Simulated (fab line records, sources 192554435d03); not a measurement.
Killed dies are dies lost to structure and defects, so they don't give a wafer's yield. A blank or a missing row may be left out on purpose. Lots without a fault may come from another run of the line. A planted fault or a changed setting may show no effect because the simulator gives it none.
fab line records | flow n5_finfet
record lots=10 wafers=30 last_day=19
route steps=1938 shown BEOL_M0@740 BEOL_M1@751 BEOL_M4@1111 PASSIVATION@1936
lots that met no fault: from a run of the same line without faults
start_h: hours from the record's first day to the start of the lot's first wafer shown | wait_h: hours since the lot's step before | " the same as in the row above | L1.1+2: a row that stands for several wafers | - no value, or no start given | * or withheld: withheld | < > ~ a bound
route shown NAME@n: a module of which the file shows steps, and the number in the route of the first | usual: mean/standard deviation of fault-free wafers | same: alike in all rows | chamber/n: place in a boat | sites: the reading at each site | _std_site: their standard deviation | _edge_site: outer sites' mean less inner sites' | radius_mm: how far each site lies from the wafer's centre | mask NAME#n: copy n | behind: the tool/chamber that last shaped the wafer | hold: why the lot was held/for how many hours/how that ended | device: the transistor (n, p or np) that didn't switch | end of line: the same wafers' tests at the end of the route | a step without rows: its recipe alone | killed: dies lost to structure and defects at the first sort, not the wafer's yield | map: a wafer's dies, x killed, . not, _ none there
set.NAME: the setting as run; set.NAME@STEP: as run at that earlier step | model.NAME: the simulator's own value behind a step, which no gauge read
steps of the route over a sample of lots; a table a step, a row a wafer
services: from which hour (start_h, from the record's first day; less than 0 if before it) a tool's chamber was out of use, for how many hours, and why
## steps
# step N5_BEOL_M0_SPUTTER_141
# recipe material=Cu target_thk_a=40 temp_c=-20 chamber_pressure_pa=0.07 power_w=withheld time_s=7.37
# usual substrate_temp_c=-20.00/0.1 throttle_valve_pct=30.2/0.72
# columns lot.wafer tool chamber start_h wait_h substrate_temp_c throttle_valve_pct
L618.3 pvd_sputter-01 - 137.67 0.0 -19.92 31.1
L618.4 " - " " -20.01 29.1
L618.6 " - " " -19.84 29.5
L622.2 pvd_sputter-01 - 155.74 0.0 -19.92 31.2
L622.4 " - " " -19.79 29.4
L622.5 " - " " -19.89 31.0
L621.1 pvd_sputter-02 - 158.75 0.0 -19.94 31.1
L621.4 " - " " -19.95 30.1
L621.6 " - " " -20.09 29.0
L623.1 pvd_sputter-02 - 161.89 0.0 -19.89 31.0
L623.2 " - " " -19.88 30.6
L623.6 " - " " -19.91 30.5
L624.1 pvd_sputter-03 - 165.13 0.0 -19.97 31.0
L624.3 " - " " -19.97 29.5
L624.4 " - " " -20.02 30.0
L629.1 pvd_sputter-02 - 195.98 0.0 -19.86 29.2
L629.2 " - " " -20.08 30.6
L629.5 " - " " -19.96 30.7
L636.1 pvd_sputter-02 - 238.19 0.0 -19.92 29.4
L636.3 " - " " -20.08 30.6
L636.4 " - " " -20.15 31.0
L637.2 pvd_sputter-03 - 246.31 0.0 -19.91 31.5
L637.5 " - " " -20.01 30.9
L637.6 " - " " -19.87 29.5
L638.2 pvd_sputter-03 - 255.41 0.0 -19.99 30.1
L638.5 " - " " -20.09 29.7
L638.6 " - " " -20.13 30.2
L639.1 pvd_sputter-03 - 258.73 0.0 -19.96 29.3
L639.5 " - " " -19.94 31.1
L639.6 " - " " -19.92 29.5
# step N5_BEOL_M0_INSPECT_127
# recipe inspect_instrument=darkfield mode=post_dep
# usual raw_defect_count=75/27
# columns lot.wafer tool chamber start_h wait_h raw_defect_count
L618.3 defect_inspect-01 - 138.76 0.0 67
L618.4 " - " " 103
L618.6 " - " " 97
L622.2 defect_inspect-01 - 157.07 0.0 94
L622.4 " - " " 39
L622.5 " - " " 65
L621.1 defect_inspect-01 - 159.97 0.0 85
L621.4 " - " " 96
L621.6 " - " " 62
L623.1 defect_inspect-01 - 163.07 0.0 98
L623.2 " - " " 89
L623.6 " - " " 110
L624.1 defect_inspect-02 - 166.21 0.0 49
L624.3 " - " " 107
L624.4 " - " " 75
L629.1 defect_inspect-01 - 197.06 0.0 55
L629.2 " - " " 49
L629.5 " - " " 83
L636.1 defect_inspect-02 - 239.26 0.0 58
L636.3 " - " " 51
L636.4 " - " " 68
L637.2 defect_inspect-02 - 247.40 0.0 77
L637.5 " - " " 113
L637.6 " - " " 89
L638.2 defect_inspect-01 - 256.49 0.0 83
L638.5 " - " " 44
L638.6 " - " " 80
L639.1 defect_inspect-01 - 259.80 0.0 134
L639.5 " - " " 89
L639.6 " - " " 99
# step N5_BEOL_M1_ILD_DEP_00
# recipe material=SiOC target_thk_a=790 temp_c=350 precursor=DEMS/O2 pressure_torr=5 rf_w=500 time_s=15.3
# usual heater_power_w=541/68 showerhead_plenum_p_Torr=5.698/0.017 showerhead_vpp_V=1398/86 throttle_valve_pct=12.2/0.72
# columns lot.wafer tool chamber start_h wait_h heater_power_w showerhead_plenum_p_Torr showerhead_vpp_V throttle_valve_pct
L618.3 pecvd-04 1 138.80 0.0 583 5.701 1377 13.2
L618.4 " 0 " " 613 5.671 1540 12.0
L618.6 " 1 " " 583 5.712 1364 13.6
L622.2 pecvd-04 2 157.11 0.0 474 5.721 1344 11.9
L622.4 " 0 " " 555 5.679 1511 12.1
L622.5 " 2 " " 481 5.711 1341 11.8
L621.1 pecvd-04 0 160.01 0.0 595 5.675 1559 11.9
L621.4 " 1 " " 624 5.714 1348 13.3
L621.6 " 2 " " 437 5.715 1323 12.0
L623.1 pecvd-04 0 163.11 0.0 558 5.690 1523 12.0
L623.2 " 1 " " 669 5.716 1360 13.5
L623.6 " 1 " " 648 5.709 1365 13.3
L624.1 pecvd-04 1 166.24 0.0 628 5.711 1348 13.6
L624.3 " 0 " " 598 5.680 1537 12.1
L624.4 " 2 " " 465 5.720 1331 12.0
L629.1 pecvd-01 1 197.09 0.0 545 5.713 1270 10.7
L629.2 " 0 " " 509 5.680 1395 12.3
L629.5 " 0 " " 517 5.694 1403 12.0
L636.1 pecvd-04 2 239.30 0.0 453 5.710 1331 11.9
L636.3 " 0 " " 493 5.672 1528 12.3
L636.4 " 1 " " 669 5.699 1352 13.5
L637.2 pecvd-04 0 247.44 0.0 625 5.691 1536 12.1
L637.5 " 2 " " 500 5.703 1333 12.3
L637.6 " 0 " " 606 5.691 1541 12.2
L638.2 pecvd-04 1 256.52 0.0 601 5.711 1365 13.4
L638.5 " 1 " " 593 5.722 1360 13.3
L638.6 " 0 " " 525 5.689 1573 12.1
L639.1 pecvd-04 0 259.84 0.0 600 5.694 1543 12.1
L639.5 " 1 " " 656 5.707 1361 13.5
L639.6 " 0 " " 591 5.681 1520 12.0
# step N5_BEOL_M1_COAT_05
# recipe resist=CAR-EUV spin_rpm=1500 resist_thk_nm=30
# usual spin_speed_rpm=1500.0/0.93
# columns lot.wafer tool chamber start_h wait_h spin_speed_rpm
L618.3 litho_track-04 0 139.09 - 1499.0
L618.4 " 0 " " 1499.2
L618.6 " 0 " " 1498.9
L622.2 litho_track-03 0 158.22 - 1499.2
L622.4 " 0 " " 1498.1
L622.5 " 0 " " 1500.5
L621.1 litho_track-03 0 162.10 - 1500.9
L621.4 " 0 " " 1500.5
L621.6 " 0 " " 1500.7
L623.1 litho_track-03 0 163.40 - 1579.8
L623.2 " 0 " " 1581.3
L623.6 " 0 " " 1580.3
L624.1 litho_track-03 0 166.58 - 1579.4
L624.3 " 0 " " 1578.6
L624.4 " 0 " " 1579.0
L629.1 litho_track-04 0 199.31 - 1501.5
L629.2 " 0 " " 1501.4
L629.5 " 0 " " 1500.3
L636.1 litho_track-03 0 243.17 - 1497.8
L636.3 " 0 " " 1503.0
L636.4 " 0 " " 1499.1
L637.2 litho_track-03 0 249.22 - 1499.5
L637.5 " 0 " " 1499.5
L637.6 " 0 " " 1499.5
L638.2 litho_track-04 0 258.64 - 1499.6
L638.5 " 0 " " 1500.1
L638.6 " 0 " " 1500.4
L639.1 litho_track-04 0 261.86 - 1499.9
L639.5 " 0 " " 1499.2
L639.6 " 0 " " 1500.9
# step N5_BEOL_M4_RC_MEAS_101
# usual DIBL_N=36.0/1.7 DIBL_P=36.2/1.9 IOFF_N=0.154/0.028 IOFF_P=0.21/0.036 ION_N=675/11 ION_P=463/8.3 SS_N=71.4/0.63 SS_P=73.2/0.55 VT_N=250.2/3 VT_P=-251/3.7
# columns lot.wafer tool chamber start_h wait_h DIBL_N[mV/V] DIBL_P[mV/V] IOFF_N[nA/um] IOFF_P[nA/um] ION_N[uA/um] ION_P[uA/um] SS_N[mV/dec] SS_P[mV/dec] VT_N[mV] VT_P[mV]
L621.1 prober-01 0 262.57 0.0 38.5 40.8 0.191 0.23 689 469 71.7 73.7 247.8 -248
L621.4 " 0 " " 34.9 36.2 0.124 0.17 654 455 71.2 73.0 255.7 -254
L621.6 " 0 " " 37.2 39.1 0.178 0.20 700 465 71.2 74.1 246.3 -252
L622.2 prober-02 0 264.84 0.2 34.7 35.6 0.134 0.18 666 460 71.4 72.7 252.2 -252
L622.4 " 0 " " 35.7 36.4 0.155 0.20 679 461 71.4 72.8 248.9 -251
L622.5 " 0 " " 35.7 36.5 0.146 0.19 674 465 71.2 72.5 249.6 -251
L623.1 prober-01 0 269.35 0.0 36.9 37.4 0.154 0.20 673 455 71.7 73.4 252.1 -252
L623.2 " 0 " " 35.5 35.5 0.126 0.18 660 455 72.1 72.6 252.8 -252
L623.6 " 0 " " 36.7 36.4 0.142 0.18 670 455 71.4 73.1 250.3 -254
L624.1 prober-01 0 276.31 0.0 32.5 32.9 0.102 0.15 657 452 70.8 71.7 255.7 -254
L624.3 " 0 " " 35.8 37.7 0.158 0.21 673 465 71.1 73.0 249.3 -248
L624.4 " 0 " " 33.1 34.8 0.113 0.17 662 463 70.6 72.3 252.1 -254
L629.1 prober-02 0 296.73 0.0 33.4 33.4 0.116 0.18 651 457 70.2 72.5 254.3 -250
L629.2 " 0 " " 36.1 36.3 0.161 0.22 667 461 71.7 73.4 250.3 -248
L629.5 " 0 " " 36.1 36.0 0.152 0.21 667 459 72.3 72.6 252.9 -251
L618.3 prober-01 0 307.21 0.3 34.5 35.1 0.143 0.19 664 458 71.8 73.2 250.0 -254
L618.4 " 0 " " 36.8 38.3 0.181 0.23 683 470 71.7 74.0 249.0 -251
L618.6 " 0 " " 37.0 39.3 0.202 0.26 688 469 72.3 73.5 244.7 -247
L636.1 prober-01 0 342.37 0.0 35.8 35.9 0.150 0.18 663 453 71.1 72.5 251.4 -251
L636.3 " 0 " " 36.0 36.7 0.158 0.20 665 462 71.2 72.8 247.5 -249
L636.4 " 0 " " 39.1 38.8 0.214 0.23 697 468 71.9 73.2 244.7 -251
L637.2 prober-02 0 342.68 0.2 37.4 39.0 0.203 0.29 690 476 71.6 74.1 243.0 -243
L637.5 " 0 " " 37.1 37.7 0.182 0.27 676 471 71.2 73.0 246.8 -244
L637.6 " 0 " " 34.3 34.6 0.134 0.21 668 466 70.7 72.8 252.2 -243
L638.2 prober-01 0 344.31 0.2 36.7 35.6 0.158 0.24 666 465 71.5 73.4 252.7 -247
L638.5 " 0 " " 37.2 37.2 0.174 0.26 677 471 71.2 73.7 247.7 -243
L638.6 " 0 " " 36.0 34.8 0.164 0.23 686 477 71.5 73.0 248.4 -247
L639.1 prober-02 0 347.04 0.0 36.1 36.9 0.145 0.21 660 455 71.4 73.0 253.2 -253
L639.5 " 0 " " 35.9 34.8 0.148 0.19 662 456 71.4 72.7 252.0 -252
L639.6 " 0 " " 37.9 39.6 0.192 0.25 697 471 72.3 73.9 247.7 -249
# step N5_PASSIVATION_PROBE_49
# usual defect_limited_yield=90.9/1.4 killed_at_M0_to_M3=38/11 killed_at_M4_up=13/5.9 killed_at_contacts=14/6.4 killed_at_front_end=38/11 killed_at_other=3.3/2.5 killed_dies=107/16 killed_open=70/12 killed_short=35/7.7 sort_bin_5_function=5.3/0.94 sort_bin_6_memory=3.5/0.7 sort_bin_8_speed=0.00/0.007 sort_n_pass=1073/16 sort_yield_pct=90.9/1.4
# same gross_dies=1180 killed_at_back_side=0 sort_bin_4_leakage[%]=0
# columns lot.wafer tool chamber start_h wait_h defect_limited_yield[%] killed_at_M0_to_M3 killed_at_M4_up killed_at_contacts killed_at_front_end killed_at_other killed_dies killed_open killed_short sort_bin_5_function[%] sort_bin_6_memory[%] sort_bin_8_speed[%] sort_n_pass sort_yield_pct[%]
L622.2 prober-02 - 371.81 0.1 91.4 38 12 18 24 9 101 74 27 4.7 3.6 0 1079 91.4
L622.4 prober-02 - 371.91 0.2 89.6 45 17 18 38 5 123 77 43 6.0 4.2 0 1057 89.6
L622.5 prober-02 - 371.96 0.2 91.1 34 16 11 35 9 105 67 36 6.3 2.1 0 1075 91.1
L621.1 prober-01 - 372.04 0.0 89.7 44 12 10 54 2 122 75 47 5.8 3.7 0 1058 89.7
L621.4 prober-01 - 372.19 0.2 93.2 33 12 9 25 1 80 60 18 3.7 2.8 0 1100 93.2
L621.6 prober-01 - 372.29 0.3 91.5 37 21 5 32 5 100 65 31 5.5 2.8 0 1080 91.5
L623.1 prober-02 - 381.80 0.0 92.3 25 18 11 35 2 91 61 30 5.0 2.5 0 1089 92.3
L623.2 prober-02 - 381.85 0.1 92.0 38 11 7 37 1 94 66 28 5.3 2.3 0 1086 92.0
L623.6 prober-02 - 382.05 0.3 88.9 39 26 6 57 3 131 91 40 6.9 4.0 0 1049 88.9
L624.1 prober-01 - 395.12 0.0 91.2 48 15 9 23 9 104 63 40 5.0 3.5 0.08 1075 91.1
L624.3 prober-01 - 395.22 0.1 90.4 46 14 13 37 3 113 86 26 6.2 3.3 0 1067 90.4
L624.4 prober-01 - 395.27 0.2 92.4 33 17 9 28 3 90 52 36 4.2 3.1 0 1090 92.4
L629.1 prober-02 - 414.64 0.0 93.0 28 7 10 37 1 83 57 26 4.7 2.1 0 1097 93.0
L629.2 prober-02 - 414.69 0.1 89.4 24 16 23 61 1 125 95 26 5.6 4.7 0 1055 89.4
L629.5 prober-02 - 414.84 0.2 91.8 24 10 12 49 2 97 59 38 4.6 3.6 0 1083 91.8
L618.3 prober-02 - 418.45 0.1 89.9 35 12 21 39 12 119 76 43 6.0 3.7 0 1061 89.9
L618.4 prober-02 - 418.50 0.2 91.6 40 9 18 28 4 99 67 32 5.1 3.1 0 1081 91.6
L618.6 prober-02 - 418.60 0.3 91.6 19 13 14 48 5 99 67 32 4.7 3.2 0 1081 91.6
L637.2 prober-02 - 461.99 0.1 94.8 17 6 6 26 6 61 42 17 2.8 2.1 0 1119 94.8
L637.5 prober-02 - 462.14 0.2 92.2 42 10 15 21 4 92 61 30 3.8 3.8 0 1088 92.2
L637.6 prober-02 - 462.19 0.3 92.3 43 6 8 29 5 91 68 23 3.8 3.6 0 1089 92.3
L638.2 prober-01 - 463.96 0.1 90.3 56 6 8 39 5 114 81 33 5.6 3.6 0 1066 90.3
L638.5 prober-01 - 464.11 0.2 90.6 51 11 16 29 4 111 82 28 5.4 3.6 0 1069 90.6
L638.6 prober-01 - 464.16 0.3 90.3 47 12 18 38 0 115 79 36 6.0 3.1 0 1065 90.3
L636.1 prober-01 - 464.21 0.0 91.9 30 13 19 27 6 95 62 31 5.3 2.5 0 1085 91.9
L636.3 prober-01 - 464.31 0.1 92.1 29 4 14 41 5 93 63 30 4.5 3.2 0 1087 92.1
L636.4 prober-01 - 464.36 0.2 91.3 25 14 24 36 4 103 75 28 4.7 3.2 0 1077 91.3
L639.1 prober-01 - 464.51 0.2 90.1 29 16 24 46 2 117 75 42 5.8 3.9 0 1063 90.1
L639.5 prober-01 - 464.71 0.4 92.1 40 12 18 20 3 93 56 36 5.1 2.7 0 1087 92.1
L639.6 prober-01 - 464.76 0.5 90.2 45 15 14 41 1 116 76 40 5.8 3.7 0 1064 90.2
# killed by level:class
L622.2 BEOL_M3:geometric_particle:open=14 MOL_CONTACT_COAG:geometric_particle:open=13 FIN_SAQP:geometric_particle:open=8 BEOL_M2:geometric_particle:open=7 MOL_CONTACT_COAG:geometric_particle:short=5 BEOL_M0_SAQP:geometric_particle:open=5 BEOL_M1:geometric_particle:open=5 FIN_SAQP:geometric_particle:short=4
L622.4 MOL_CONTACT_COAG:geometric_particle:open=13 BEOL_M0_SAQP:geometric_particle:short=13 BEOL_M4:geometric_particle:open=12 FIN_SAQP:geometric_particle:short=9 BEOL_M3:geometric_particle:open=9 BEOL_M1:geometric_particle:open=8 BEOL_M2:geometric_particle:open=7 BEOL_M0_SAQP:geometric_particle:open=6
L622.5 BEOL_M2:geometric_particle:open=10 BEOL_M3:geometric_particle:open=9 STI_FIN_REVEAL:geometric_particle:open=8 MOL_CONTACT_COAG:geometric_particle:open=8 BEOL_M4:geometric_particle:open=8 FIN_SAQP:geometric_particle:open=6 PASS1_CAP:geometric_particle:short=6 FIN_SAQP:geometric_particle:short=5
L621.1 FIN_SAQP:geometric_particle:open=19 BEOL_M0_SAQP:geometric_particle:short=14 BEOL_M3:geometric_particle:open=14 FIN_SAQP:geometric_particle:short=11 STI_FIN_REVEAL:geometric_particle:open=9 BEOL_M0_SAQP:geometric_particle:open=7 BEOL_M2:geometric_particle:open=6 STI_FIN_REVEAL:geometric_particle:short=5
L621.4 MOL_CONTACT_COAG:geometric_particle:open=9 BEOL_M2:geometric_particle:open=8 BEOL_M3:geometric_particle:open=7 BEOL_M0_SAQP:geometric_particle:open=6 BEOL_M4:geometric_particle:open=6 STI_FIN_REVEAL:geometric_particle:open=5 BEOL_M0_SAQP:geometric_particle:short=5 GATE_CUT:geometric_particle:open=4
L621.6 BEOL_M0:geometric_particle:open=9 STI_FIN_REVEAL:geometric_particle:open=8 BEOL_M4:geometric_particle:open=8 FIN_SAQP:geometric_particle:short=7 BEOL_M0_SAQP:geometric_particle:open=7 BEOL_M3:geometric_particle:open=6 FIN_SAQP:geometric_particle:open=5 MOL_CONTACT_COAG:geometric_particle:open=5
L623.1 STI_FIN_REVEAL:geometric_particle:open=13 MOL_CONTACT_COAG:geometric_particle:open=10 BEOL_M4:geometric_particle:open=9 BEOL_M0_SAQP:geometric_particle:short=8 FIN_SAQP:geometric_particle:open=7 GATE_CUT:geometric_particle:short=6 BEOL_M0_SAQP:geometric_particle:open=4 BEOL_M1:geometric_particle:open=4
L623.2 FIN_SAQP:geometric_particle:open=7 BEOL_M0_SAQP:geometric_particle:short=7 BEOL_M1:geometric_particle:open=7 BEOL_M3:geometric_particle:open=7 STI_FIN_REVEAL:geometric_particle:open=6 MOL_CONTACT_COAG:geometric_particle:open=6 BEOL_M1:geometric_particle:short=6 DUMMY_GATE:geometric_particle:open=5
L623.6 FIN_SAQP:geometric_particle:open=24 BEOL_M4:geometric_particle:open=12 BEOL_M0_SAQP:geometric_particle:short=8 BEOL_M1:geometric_particle:open=8 FIN_SAQP:geometric_particle:short=7 BEOL_M0_SAQP:geometric_particle:open=6 MOL_CONTACT_COAG:geometric_particle:open=5 STARTING-WAFER:geometric_particle:short=5
L624.1 BEOL_M0_SAQP:geometric_particle:short=11 BEOL_M2:geometric_particle:open=10 BEOL_M3:geometric_particle:open=10 MOL_CONTACT_COAG:geometric_particle:open=8 BEOL_M4:geometric_particle:open=6 FIN_SAQP:geometric_particle:open=5 GATE_CUT:geometric_particle:short=5 BEOL_M0_SAQP:geometric_particle:open=5
L624.3 BEOL_M2:geometric_particle:open=13 BEOL_M3:geometric_particle:open=13 MOL_CONTACT_COAG:geometric_particle:open=12 BEOL_M4:geometric_particle:open=8 DUMMY_GATE:geometric_particle:open=7 STI_FIN_REVEAL:geometric_particle:open=6 GATE_CUT:geometric_particle:short=5 BEOL_M0_SAQP:geometric_particle:short=5
L624.4 BEOL_M0_SAQP:geometric_particle:short=9 BEOL_M3:geometric_particle:open=8 BEOL_M2:geometric_particle:open=7 MOL_CONTACT_COAG:geometric_particle:open=5 BEOL_M5:geometric_particle:open=5 FIN_SAQP:geometric_particle:short=4 MOL_CONTACT_COAG:geometric_particle:short=4 BEOL_M8:geometric_particle:open=4
L629.1 BEOL_M0_SAQP:geometric_particle:open=10 STI_FIN_REVEAL:geometric_particle:open=9 FIN_SAQP:geometric_particle:short=7 BEOL_M0_SAQP:geometric_particle:short=7 MOL_CONTACT_COAG:geometric_particle:open=7 GATE_CUT:geometric_particle:open=6 BEOL_M1:geometric_particle:open=5 FIN_SAQP:geometric_particle:open=4
L629.2 MOL_CONTACT_COAG:geometric_particle:open=21 STI_FIN_REVEAL:geometric_particle:open=18 FIN_SAQP:geometric_particle:open=9 DUMMY_GATE:geometric_particle:open=9 FIN_SAQP:geometric_particle:short=6 BEOL_M0_SAQP:geometric_particle:open=5 BEOL_M3:geometric_particle:open=5 BEOL_M0_SAQP:geometric_particle:short=4
L629.5 STI_FIN_REVEAL:geometric_particle:open=12 FIN_SAQP:geometric_particle:short=10 MOL_CONTACT_COAG:geometric_particle:open=8 BEOL_M2:geometric_particle:open=7 GATE_CUT:geometric_particle:short=6 BEOL_M5:geometric_particle:open=6 FIN_SAQP:geometric_particle:open=5 BEOL_M0_SAQP:geometric_particle:open=4
L618.3 MOL_CONTACT_COAG:geometric_particle:open=17 FIN_SAQP:geometric_particle:open=13 BEOL_M0_SAQP:geometric_particle:short=8 BEOL_M2:geometric_particle:open=8 GATE_CUT:geometric_particle:short=6 BEOL_M0_SAQP:geometric_particle:open=6 BEOL_M1:geometric_particle:open=5 BEOL_M4:geometric_particle:open=5
L618.4 MOL_CONTACT_COAG:geometric_particle:open=16 BEOL_M2:geometric_particle:open=10 FIN_SAQP:geometric_particle:short=7 BEOL_M1:geometric_particle:open=7 BEOL_M0_SAQP:geometric_particle:open=7 FIN_SAQP:geometric_particle:open=6 BEOL_M2:geometric_particle:short=6 BEOL_M0_SAQP:geometric_particle:short=6
L618.6 FIN_SAQP:geometric_particle:open=13 FIN_SAQP:geometric_particle:short=11 MOL_CONTACT_COAG:geometric_particle:open=10 GATE_CUT:geometric_particle:short=8 BEOL_M2:geometric_particle:open=8 BEOL_M4:geometric_particle:open=5 STI_FIN_REVEAL:geometric_particle:open=4 MOL_CONTACT_COAG:geometric_particle:short=4
L637.2 STI_FIN_REVEAL:geometric_particle:open=8 MOL_CONTACT_COAG:geometric_particle:open=6 STI_FIN_REVEAL:geometric_particle:short=3 BEOL_M0:geometric_particle:open=3 BEOL_M1:geometric_particle:open=3 BEOL_M2:geometric_particle:open=3 DUMMY_GATE:geometric_particle:open=2 ILD0:geometric_particle:open=2
L637.5 MOL_CONTACT_COAG:geometric_particle:open=14 BEOL_M2:geometric_particle:open=13 BEOL_M3:geometric_particle:open=9 STI_FIN_REVEAL:geometric_particle:open=7 BEOL_M1:geometric_particle:open=5 BEOL_M2:geometric_particle:short=5 BEOL_M0:geometric_particle:short=3 BEOL_M4:geometric_particle:open=3
L637.6 BEOL_M3:geometric_particle:open=16 STI_FIN_REVEAL:geometric_particle:open=15 BEOL_M2:geometric_particle:open=10 MOL_CONTACT_COAG:geometric_particle:open=7 BEOL_M0_SAQP:geometric_particle:short=4 BEOL_M1:geometric_particle:open=4 GATE_CUT:geometric_particle:short=3 BEOL_M0_SAQP:geometric_particle:open=3
L638.2 BEOL_M1:geometric_particle:open=18 STI_FIN_REVEAL:geometric_particle:open=15 MOL_CONTACT_COAG:geometric_particle:open=8 BEOL_M3:geometric_particle:open=8 BEOL_M0_SAQP:geometric_particle:short=8 BEOL_M0_SAQP:geometric_particle:open=8 BEOL_M2:geometric_particle:open=6 GATE_CUT:geometric_particle:short=6
L638.5 BEOL_M1:geometric_particle:open=15 MOL_CONTACT_COAG:geometric_particle:open=12 BEOL_M3:geometric_particle:open=11 STI_FIN_REVEAL:geometric_particle:open=7 BEOL_M2:geometric_particle:open=7 DUMMY_GATE:geometric_particle:open=6 BEOL_M0_SAQP:geometric_particle:short=6 BEOL_M0_SAQP:geometric_particle:open=5
L638.6 STI_FIN_REVEAL:geometric_particle:open=14 MOL_CONTACT_COAG:geometric_particle:open=12 BEOL_M3:geometric_particle:open=12 BEOL_M1:geometric_particle:open=10 MOL_CONTACT_COAG:geometric_particle:short=6 BEOL_M0_SAQP:geometric_particle:open=6 BEOL_M1:geometric_particle:short=6 BEOL_M0_SAQP:geometric_particle:short=5
L636.1 MOL_CONTACT_COAG:geometric_particle:open=18 STI_FIN_REVEAL:geometric_particle:open=7 FIN_SAQP:geometric_particle:open=6 BEOL_M0_SAQP:geometric_particle:short=5 BEOL_M0:geometric_particle:open=5 BEOL_M2:geometric_particle:short=5 BEOL_M4:geometric_particle:open=4 GATE_CUT:geometric_particle:short=4
L636.3 FIN_SAQP:geometric_particle:open=12 MOL_CONTACT_COAG:geometric_particle:open=12 FIN_SAQP:geometric_particle:short=8 STI_FIN_REVEAL:geometric_particle:open=8 BEOL_M0_SAQP:geometric_particle:short=6 BEOL_M1:geometric_particle:open=6 BEOL_M0_SAQP:geometric_particle:open=5 STARTING-WAFER:geometric_particle:open=4
L636.4 MOL_CONTACT_COAG:geometric_particle:open=23 STI_FIN_REVEAL:geometric_particle:open=17 BEOL_M1:geometric_particle:open=10 FIN_SAQP:geometric_particle:short=7 STI_FIN_REVEAL:geometric_particle:short=6 BEOL_M4:geometric_particle:open=4 FIN_SAQP:geometric_particle:open=3 BEOL_M0_SAQP:geometric_particle:short=3
L639.1 MOL_CONTACT_COAG:geometric_particle:open=23 FIN_SAQP:geometric_particle:short=14 BEOL_M3:geometric_particle:open=9 DUMMY_GATE:geometric_particle:open=8 GATE_CUT:geometric_particle:short=6 BEOL_M0_SAQP:geometric_particle:open=5 BEOL_M4:geometric_particle:short=5 BEOL_M4:geometric_particle:open=5
L639.5 BEOL_M0_SAQP:geometric_particle:short=13 MOL_CONTACT_COAG:geometric_particle:open=12 BEOL_M0_SAQP:geometric_particle:open=8 MOL_CONTACT_COAG:geometric_particle:short=6 FIN_SAQP:geometric_particle:short=5 BEOL_M0:geometric_particle:open=5 BEOL_M3:geometric_particle:open=5 STI_FIN_REVEAL:geometric_particle:open=4
L639.6 BEOL_M3:geometric_particle:open=11 MOL_CONTACT_COAG:geometric_particle:open=10 BEOL_M0_SAQP:geometric_particle:open=8 BEOL_M0_SAQP:geometric_particle:short=8 STI_FIN_REVEAL:geometric_particle:open=7 BEOL_M4:geometric_particle:open=7 FIN_SAQP:geometric_particle:short=6 DUMMY_GATE:geometric_particle:open=6
## services
# columns tool chamber start_h hours kind
pecvd-01 0 124.00 5.5 scheduled_down
litho_track-04 - 125.94 - consumable_replace:filter
pecvd-01 0 139.76 7.1 repair
pecvd-04 1 171.33 5.5 scheduled_down
litho_track-03 - 202.61 - consumable_replace:filter
pvd_sputter-03 - 205.12 1.6 repair
pvd_sputter-01 - 237.91 1.1 repair
## key
first_sign step=N5_BEOL_M1_COAT_05 reading=spin_speed_rpm direction=up sigmas=86 usual=* struck=*
effect none on later readings
met_at N5_BEOL_M1_COAT_05
struck_lots L623,L624
not_acting_at N5_BEOL_M0_SPUTTER_141,N5_BEOL_M0_INSPECT_127,N5_BEOL_M1_ILD_DEP_00
onset_between 162.10 163.40
fault kind=process_parameter_drift tool=litho_track-03 chamber=- onset_h=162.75 steps=N5_BEOL_M1_COAT_05 channel=spin_rpm offset=* shape=step end_h=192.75 acts_in=* stated=*
